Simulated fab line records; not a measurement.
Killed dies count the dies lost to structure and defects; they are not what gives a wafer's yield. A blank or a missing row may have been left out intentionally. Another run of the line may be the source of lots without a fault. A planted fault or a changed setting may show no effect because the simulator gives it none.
fab line records ; flow n5_finfet
[record] lots = 4; wafers = 12; last_day = 15
route steps=1938 shown BEOL_M0@718 BEOL_M1@751 PASSIVATION@1936
lots that met no fault: from a run of the same line without faults
start_h: the number of hours between the record's first day and the start of the first shown wafer of the lot ; wait_h: hours since the lot's step before ; " unchanged from the row above ; L1.1+2: a single row standing in for several wafers ; - no value, or no start given ; * or withheld: withheld ; < > ~ a bound
route shown NAME@n: a module of which the file shows steps, and the number in the route of the first ; usual: average and standard deviation across the fault-free wafers ; same: alike in all rows ; chamber/n: place in a boat ; sites: the reading at each site ; _std_site: the standard deviation of these ; _edge_site: mean of outer sites minus mean of inner sites ; radius_mm: for every site, how far away it sits from the centre of the wafer ; mask NAME#n: copy n ; behind: the most recent tool/chamber to have shaped the wafer ; hold: the reason the lot was held/the length of the hold in hours/how it ended ; device: which transistor (n, p or np) failed to switch ; end of line: the route-end tests of the same wafers ; step lacking rows: just its recipe ; killed: count of dies lost to structure and defects at first sort (not the wafer's yield) ; map: the dies of a wafer, with x for killed, . for not killed, _ for no die there
set.NAME: setting as actually run; set.NAME@STEP: the setting as run at that earlier step ; model.NAME: the simulator's own value behind a step, which no gauge read
lots at some steps of the route; a table a step, a row a wafer
[[steps]]
[step N5_BEOL_M0_STRIP_104]
[recipe] chemistry = N2/H2; power_w = 450; temp_c = 40; pressure_mtorr = 20; rf_frequency_hz = 6e+07; overash_fraction = 0.3; bias_power_w = 7; h2_frac = 0.5; n2_flow_sccm = 200; h2_flow_sccm = 200
[step N5_BEOL_M0_WET_ETCH_106]
[recipe] chemistry = DHF; dilution = 10:1; temp_c = 25; target = SiO2; target_depth_a = 1300; dry = ipa_marangoni; rinse_time_s = 30; rinse_temp_c = 23
[step N5_BEOL_M0_ETCH_128]
[recipe] chemistry = CF4/N2; target_depth_a = 120; overetch_a = 51; target = SiCN; time_s = 21.4; ion_energy_ev = 150; pressure_mtorr = 40; source_w = 430; bias_w = 70; Ar_flow_sccm = 100; cf4_flow_sccm = 60; n2_flow_sccm = 60
[step N5_BEOL_M0_TRENCH_ETCH_107]
[recipe] chemistry = C4F6/O2; target_depth_a = 328; target = SiOC; time_s = 16.4; ion_energy_ev = 250; pressure_mtorr = 30; source_w = 355; bias_w = 185; Ar_flow_sccm = 300; C4F6_flow_sccm = 10; O2_flow_sccm = 10
[step N5_BEOL_M0_STRIP_142]
[recipe] chemistry = N2/H2; time_s = 10; power_w = 450; temp_c = 40; pressure_mtorr = 20; rf_frequency_hz = 6e+07; bias_power_w = 7; n2_flow_sccm = 200; h2_flow_sccm = 200
[step N5_BEOL_M0_HM_STRIP_129]
[recipe] chemistry = peroxide_tin_strip; material = TiN; target_depth_a = 170; temp_c = 50; time_s = 108
[step N5_BEOL_M0_SRD_130]
[recipe] time_s = 30; temp_c = 23; rinse_liquid = diw; dry = ipa_marangoni
[step N5_BEOL_M0_ETCH_109]
[recipe] chemistry = CH3F/O2; target_depth_a = 80; overetch_a = 24; target = SiCN; time_s = 27.4; ion_energy_ev = 120; pressure_mtorr = 30; source_w = 395; bias_w = 75; Ar_flow_sccm = 150; CH3F_flow_sccm = 30; O2_flow_sccm = 20
[step N5_BEOL_M0_STRIP_139]
[recipe] chemistry = post_etch_residue_remover; time_s = 60; temp_c = 25; remover_ph = withheld; remover_water_wt_pct = withheld; remover_fluoride_wt_pct = withheld
[step N5_BEOL_M0_SRD_111]
[recipe] time_s = 30; temp_c = 23; rinse_liquid = diw; dry = ipa_marangoni
[step N5_BEOL_M0_DEGAS_112]
[recipe] ambient = vacuum; temp_c = 250; time_s = 60
[step N5_BEOL_M0_PRE_CLEAN_113]
[recipe] gas = H2/He; time_s = 30; temp_c = 250
[usual] heater_power_w = 331/42; susceptor_temp_C = 249.98/0.18
lot.wafer;tool;chamber;start_h;wait_h;heater_power_w;susceptor_temp_C
L950.2;pvd_sputter-01;-;136.94;0.0;322;250.02
L950.4;pvd_sputter-01;-;136.94;0.0;374;250.04
L950.5;pvd_sputter-01;-;136.94;0.0;322;249.97
L951.2;pvd_sputter-01;-;137.02;0.0;298;250.12
L951.4;pvd_sputter-01;-;137.02;0.0;382;249.90
L951.5;pvd_sputter-01;-;137.02;0.0;371;249.87
L956.2;pvd_sputter-01;-;170.15;0.0;295;250.43
L956.4;pvd_sputter-01;-;170.15;0.0;303;250.29
L956.6;pvd_sputter-01;-;170.15;0.0;365;250.15
L963.2;pvd_sputter-01;-;208.40;0.0;297;249.80
L963.3;pvd_sputter-01;-;208.40;0.0;320;250.11
L963.4;pvd_sputter-01;-;208.40;0.0;382;249.95
[step N5_BEOL_M0_ALD_136]
[recipe] material = TaN; target_thk_a = *; temp_c = 275; ald_precursor_family = PDMAT; ald_co_reactant = NH3; pressure_torr = 3; carrier_flow_sccm = 1500; pulse_time_s = 2; purge_time_s = 3; co_reactant_purge_time_s = 2; co_reactant_pulse_time_s = 3; ald_cycles = 30; precursor_vessel_temp_c = 75; precursor_vessel_pressure_torr = 26.25; precursor_vessel_carrier_sccm = 1000
[step N5_BEOL_M0_SURFACE_TREAT_137]
[recipe] gas = Ar; time_s = *; ion_energy_ev = *; ion_current_ma_cm2 = 0.5; pressure_mtorr = *; ar_flow_sccm = 30
[step N5_BEOL_M0_CVD_115]
[recipe] material = Co; target_thk_a = *; temp_c = withheld; precursor = CCTBA/H2; pressure_torr = 30; time_s = 120
[step N5_BEOL_M0_SPUTTER_116]
[recipe] material = Cu; target_thk_a = 40; temp_c = -20; chamber_pressure_pa = 0.07; power_w = withheld; time_s = 7.37
[step N5_BEOL_M0_ANNEAL_117]
[recipe] temp_c = 400; time_s = 60; ambient = vacuum
[step N5_BEOL_M0_SPUTTER_132]
[recipe] material = Cu; target_thk_a = 40; temp_c = -20; chamber_pressure_pa = 0.07; power_w = withheld; time_s = 7.37
[step N5_BEOL_M0_ANNEAL_133]
[recipe] temp_c = 400; time_s = 60; ambient = vacuum
[step N5_BEOL_M0_SPUTTER_134]
[recipe] material = Cu; target_thk_a = 40; temp_c = -20; chamber_pressure_pa = 0.07; power_w = withheld; time_s = 7.37
[step N5_BEOL_M0_ANNEAL_135]
[recipe] temp_c = 400; time_s = 60; ambient = vacuum
[step N5_BEOL_M0_SPUTTER_141]
[recipe] material = Cu; target_thk_a = 40; temp_c = -20; chamber_pressure_pa = 0.07; power_w = withheld; time_s = 7.37
[step N5_BEOL_M0_ECD_118]
[recipe] material = Cu; target_thk_a = 3000
[step N5_BEOL_M0_ANNEAL_119]
[recipe] temp_c = 225; time_s = 90; ambient = N2
[step N5_BEOL_M0_CMP_120]
[recipe] stop_on = SiOC; t_overpolish_s = 6.9; down_force_psi = 1; platen_rpm = 50; clearing_platen_down_force_psi = 1.5; clearing_platen_rpm = 50; post_cmp_clean = cu_alkaline; clearing_platen_pad_velocity_m_s = 0.99484; pad_velocity_m_s = 0.99484
[step N5_BEOL_M0_PRE_CLEAN_131]
[recipe] gas = NH3/H2; time_s = 15; temp_c = *; rf_power_w = 300
[step N5_BEOL_M0_CO_CAP_123]
[recipe] material = Co; target_thk_a = 20; temp_c = 200; precursor = CCTBA/H2; pressure_torr = 30; time_s = 102.1
[step N5_BEOL_M0_PRE_CLEAN_124]
[recipe] gas = NH3; time_s = 15; temp_c = withheld; rf_power_w = 300
[step N5_BEOL_M0_DEP_125]
[recipe] material = SiCN; target_thk_a = 80; temp_c = withheld; precursor = 3MS/NH3; pressure_torr = 3; rf_w = 202; time_s = 14
[step N5_BEOL_M1_ILD_DEP_00]
[recipe] material = SiOC; target_thk_a = 790; temp_c = 350; precursor = DEMS/O2; pressure_torr = 5; rf_w = 500; time_s = 15.3
[step N5_BEOL_M1_PECVD_72]
[recipe] material = SiO2; target_thk_a = 160; temp_c = 400; precursor = TEOS/O2; pressure_torr = 5.5; rf_w = 450; teos_flow_sccm = 53.8; gas = O2; flow_sccm = 3000; time_s = 18
[step N5_BEOL_M1_HM_DEP_02]
[recipe] material = TiN; target_thk_a = 200; temp_c = 25; chamber_pressure_pa = 0.49996
[step N5_BEOL_M1_COAT_61]
[recipe] resist = SOC; temp_c = 250; time_s = 60; spin_rpm = 1500; resist_thk_nm = 60
[step N5_BEOL_M1_COAT_62]
[recipe] resist = SiARC; temp_c = 220; time_s = 60; spin_rpm = 1500; resist_thk_nm = 12
[step N5_BEOL_M1_COAT_73]
[recipe] resist = underlayer; temp_c = 205; time_s = 60; spin_rpm = 1500; resist_thk_nm = 5
[step N5_BEOL_M1_COAT_05]
[recipe] resist = CAR-EUV; spin_rpm = 1500; resist_thk_nm = 30
[step N5_BEOL_M1_EBR_07]
[recipe] solvent = PGMEA; ebr_width_mm = 1.5
[step N5_PASSIVATION_PROBE_49]
[usual] defect_limited_yield = 91.4/1.5; killed_at_M0_to_M3 = 34/10; killed_at_M4_up = 15/6; killed_at_contacts = 12/6; killed_at_front_end = 37/11; killed_at_other = 3.3/2.8; killed_dies = 101/18; killed_on_rim = 14/4.4; killed_open = 66/14; killed_short = 33/7.8; sort_bin_5_function = 5.0/0.97; sort_bin_6_memory = 3.2/0.72; sort_bin_8_speed = 0.00/0.01; sort_n_pass = 1079/18; sort_yield_pct = 91.4/1.5
[same] gross_dies = 1180; killed_at_back_side = 0; sort_bin_4_leakage[%] = 0
lot.wafer;tool;chamber;start_h;wait_h;defect_limited_yield[%];killed_at_M0_to_M3;killed_at_M4_up;killed_at_contacts;killed_at_front_end;killed_at_other;killed_dies;killed_on_rim;killed_open;killed_short;sort_bin_5_function[%];sort_bin_6_memory[%];sort_bin_8_speed[%];sort_n_pass;sort_yield_pct[%]
L950.2;prober-01;-;303.05;0.1;92.5;32;9;1;43;4;89;13;60;27;4.4;3.1;0;1091;92.5
L950.4;prober-01;-;303.15;0.2;92.1;42;11;6;30;4;93;10;67;26;5.0;2.6;0;1087;92.1
L950.5;prober-01;-;303.20;0.2;92.7;36;12;5;29;4;86;15;55;30;4.3;2.6;0;1094;92.7
L951.2;prober-02;-;309.59;0.1;89.9;42;13;12;49;3;119;18;80;37;5.8;4.2;0.08;1061;89.9
L951.4;prober-02;-;309.69;0.2;89.8;45;11;23;38;3;120;15;84;35;6.2;3.6;0;1060;89.8
L951.5;prober-02;-;309.74;0.2;91.9;41;16;10;24;4;95;8;60;34;4.2;3.5;0;1085;91.9
L956.2;prober-01;-;330.33;0.1;90.1;41;15;8;50;3;117;20;75;42;6.8;2.9;0;1063;90.1
L956.4;prober-01;-;330.43;0.2;89.7;39;26;5;49;3;122;13;95;27;6.0;4.2;0;1058;89.7
L956.6;prober-01;-;330.53;0.3;81.9;136;18;4;54;2;214;30;67;31;10.5;3.5;0;966;81.9
L963.2;prober-02;-;369.42;0.1;89.9;37;25;25;30;2;119;17;89;30;6.2;3.6;0;1061;89.9
L963.3;prober-02;-;369.47;0.1;89.8;48;24;12;32;4;120;18;82;38;6.4;3.4;0;1060;89.8
L963.4;prober-02;-;369.52;0.2;81.4;150;22;11;34;2;219;32;67;29;10.1;4.4;0;961;81.4
// killed by level:class
L950.2 FIN_SAQP:geometric_particle:open=16 FIN_SAQP:geometric_particle:short=7 DUMMY_GATE:geometric_particle:open=7 BEOL_M3:geometric_particle:open=7 BEOL_M1:geometric_particle:open=5 BEOL_M2:geometric_particle:open=5 BEOL_M0_SAQP:geometric_particle:short=4 BEOL_M0_SAQP:geometric_particle:open=4
L950.4 BEOL_M1:geometric_particle:open=11 BEOL_M2:geometric_particle:open=9 DUMMY_GATE:geometric_particle:open=8 BEOL_M4:geometric_particle:open=7 FIN_SAQP:geometric_particle:open=6 BEOL_M3:geometric_particle:open=6 BEOL_M0_SAQP:geometric_particle:open=5 MOL_CONTACT_COAG:geometric_particle:open=4
L950.5 BEOL_M0_SAQP:geometric_particle:open=9 BEOL_M0_SAQP:geometric_particle:short=7 FIN_SAQP:geometric_particle:short=5 STI_FIN_REVEAL:geometric_particle:open=5 BEOL_M1:geometric_particle:open=5 BEOL_M4:geometric_particle:open=5 STARTING-WAFER:geometric_particle:short=5 MOL_CONTACT_COAG:geometric_particle:open=4
L951.2 STI_FIN_REVEAL:geometric_particle:open=17 MOL_CONTACT_COAG:geometric_particle:open=10 BEOL_M2:geometric_particle:open=9 BEOL_M0_SAQP:geometric_particle:short=8 BEOL_M3:geometric_particle:open=8 BEOL_M4:geometric_particle:open=8 STI_FIN_REVEAL:geometric_particle:short=7 GATE_CUT:geometric_particle:short=7
L951.4 MOL_CONTACT_COAG:geometric_particle:open=19 BEOL_M2:geometric_particle:open=13 STI_FIN_REVEAL:geometric_particle:open=8 BEOL_M1:geometric_particle:open=8 BEOL_M0_SAQP:geometric_particle:open=7 GATE_CUT:geometric_particle:short=6 FIN_SAQP:geometric_particle:open=5 BEOL_M0_SAQP:geometric_particle:short=5
L951.5 BEOL_M0_SAQP:geometric_particle:open=11 MOL_CONTACT_COAG:geometric_particle:open=8 BEOL_M3:geometric_particle:open=7 GATE_CUT:geometric_particle:short=6 BEOL_M4:geometric_particle:open=6 BEOL_M0_SAQP:geometric_particle:short=5 BEOL_M1:geometric_particle:open=5 BEOL_M2:geometric_particle:short=5
L956.2 FIN_SAQP:geometric_particle:open=13 BEOL_M2:geometric_particle:open=11 FIN_SAQP:geometric_particle:short=10 DUMMY_GATE:geometric_particle:open=10 BEOL_M0_SAQP:geometric_particle:open=9 BEOL_M3:geometric_particle:open=7 BEOL_M0_SAQP:geometric_particle:short=6 MOL_CONTACT_COAG:geometric_particle:open=4
L956.4 FIN_SAQP:geometric_particle:open=17 BEOL_M0_SAQP:geometric_particle:open=13 BEOL_M4:geometric_particle:open=13 STI_FIN_REVEAL:geometric_particle:open=10 BEOL_M0_SAQP:geometric_particle:short=8 DUMMY_GATE:geometric_particle:open=7 BEOL_M2:geometric_particle:open=7 FIN_SAQP:geometric_particle:short=5
L956.6 BEOL_M0:unspecified=116 FIN_SAQP:geometric_particle:open=13 BEOL_M4:geometric_particle:open=10 FIN_SAQP:geometric_particle:short=8 DUMMY_GATE:geometric_particle:open=8 BEOL_M2:geometric_particle:open=6 STI_FIN_REVEAL:geometric_particle:open=5 ILD0:geometric_particle:short=5
L963.2 MOL_CONTACT_COAG:geometric_particle:open=17 BEOL_M0_SAQP:geometric_particle:open=15 BEOL_M4:geometric_particle:open=13 FIN_SAQP:geometric_particle:open=10 MOL_CONTACT_COAG:geometric_particle:short=8 BEOL_M3:geometric_particle:open=7 BEOL_M0_SAQP:geometric_particle:short=5 FIN_SAQP:geometric_particle:short=4
L963.3 BEOL_M0_SAQP:geometric_particle:open=12 BEOL_M4:geometric_particle:open=12 BEOL_M0_SAQP:geometric_particle:short=10 BEOL_M1:geometric_particle:open=10 MOL_CONTACT_COAG:geometric_particle:open=9 BEOL_M2:geometric_particle:open=8 BEOL_M5:geometric_particle:open=8 FIN_SAQP:geometric_particle:open=7
L963.4 BEOL_M0:unspecified=122 BEOL_M4:geometric_particle:open=10 MOL_CONTACT_COAG:geometric_particle:open=8 BEOL_M3:geometric_particle:open=8 STI_FIN_REVEAL:geometric_particle:open=7 GATE_CUT:geometric_particle:open=7 BEOL_M0_SAQP:geometric_particle:open=7 STARTING-WAFER:geometric_particle:open=6
// map L956.6 (x killed, . not)
_________________x..........x________________
______________.................._____________
___________.......x......x........x__________
__________...............x...xx....._________
________x.......x....................._______
_______......................x.......x.______
______...............................x.x_____
_____.........x.....xx..............x..x.____
____..............x............x..........___
___...xxx.........................xx....x..__
___..............x......xx..x.....x........__
__........x.x.....x........................x_
__............x...x......................x.._
_....x................x.x...............x....
_............x.xx........x...x..x............
_.........x.x....x..................x..x.....
_......x....x.................x......xx......
_..........x.....................xx.x.x..xxxx
_..........x...x.......x.........x.xxxxxxxx.x
_..x......x....................x.xxxxxxxxxxxx
_...x............x.............xxxxxxxxxxxxxx
__...x....x........x............xxxxxxxxxxxx_
__.........x......x...........xx.xxxxxxxxxxx_
___.x..x....xx..............x...xxxxxxxxxxx__
___........x............x..x...xxxxxxxxxxxx__
____...x.....x.................xxxxxxxxxxx___
_____...........................x.xxxxxxx____
______..........................xx.xxxxx_____
_______................x..x.......x.xxx______
________....x.............x.......xx.._______
__________x.x......................._________
___________........................__________
______________.................x_____________
_________________............________________
// map L963.4 (x killed, . not)
_________________........x...________________
______________.xx..............._____________
___________...........x.......x....__________
__________............x....x...xx..._________
________.x.............x.....xx......._______
_______........x................x....x.______
______...........................xx....._____
_____.x..........x........x...x..........____
____......................................___
___.........x.........xx................x..__
___.............x..........................__
__...................x.......x.............._
__...x..x..x............x.x......x.........._
_............................xx....x.........
_x.......x.........................x.........
_..................................x.x.......
_..x.....x...x....x...x........x...x.x.x.x..x
_.....x.x.x.....................x...xxx.xxx..
_x.........x......................xxxxxxxxxxx
_..............x.................xxxxxxxxxxxx
_............x...x..........x...xxxxxxxxxxxxx
__.x...............x............xxxxxxxxxxxx_
__.x......x...x..x....x......xx.xxxxxxxxxxxx_
___x....x............x......xxxxxxxxxxxxxxx__
___.............x....x.........xxxxxxxxxxxx__
____.x.....x....x...............xxxxxxxxxx___
_____.....x....x................x.xxxxxxx____
______.x...........x..........xxx.xxxxxx_____
_______x.......x......xx.....x...xx.x.x______
________......................xx......_______
__________........x................._________
___________.................x......__________
______________...............x.._____________
_________________............________________
[[key]]
[first_sign] step = N5_PASSIVATION_PROBE_49; reading = killed_at_M0_to_M3; direction = up; sigmas = 10; usual = 34; struck = 143
[effect] step = N5_PASSIVATION_PROBE_49; reading = defect_limited_yield; direction = down; sigmas = 6.5; usual = 91.4; struck = 81.7
[more_kills_born_at] N5_BEOL_M0_PRE_CLEAN_113@pvd_sputter-01 = 238
met_at N5_BEOL_M0_PRE_CLEAN_113
struck_wafers L956.6,L963.4
onset_between 137.02 170.15
[fault] kind = chamber_particle_source; tool = pvd_sputter-01; chamber = -; onset_h = 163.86; steps = N5_BEOL_M0_PRE_CLEAN_113; rate_per_visit_cm2 = 1.9875; end_h = 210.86; scope = struck_wafers_only
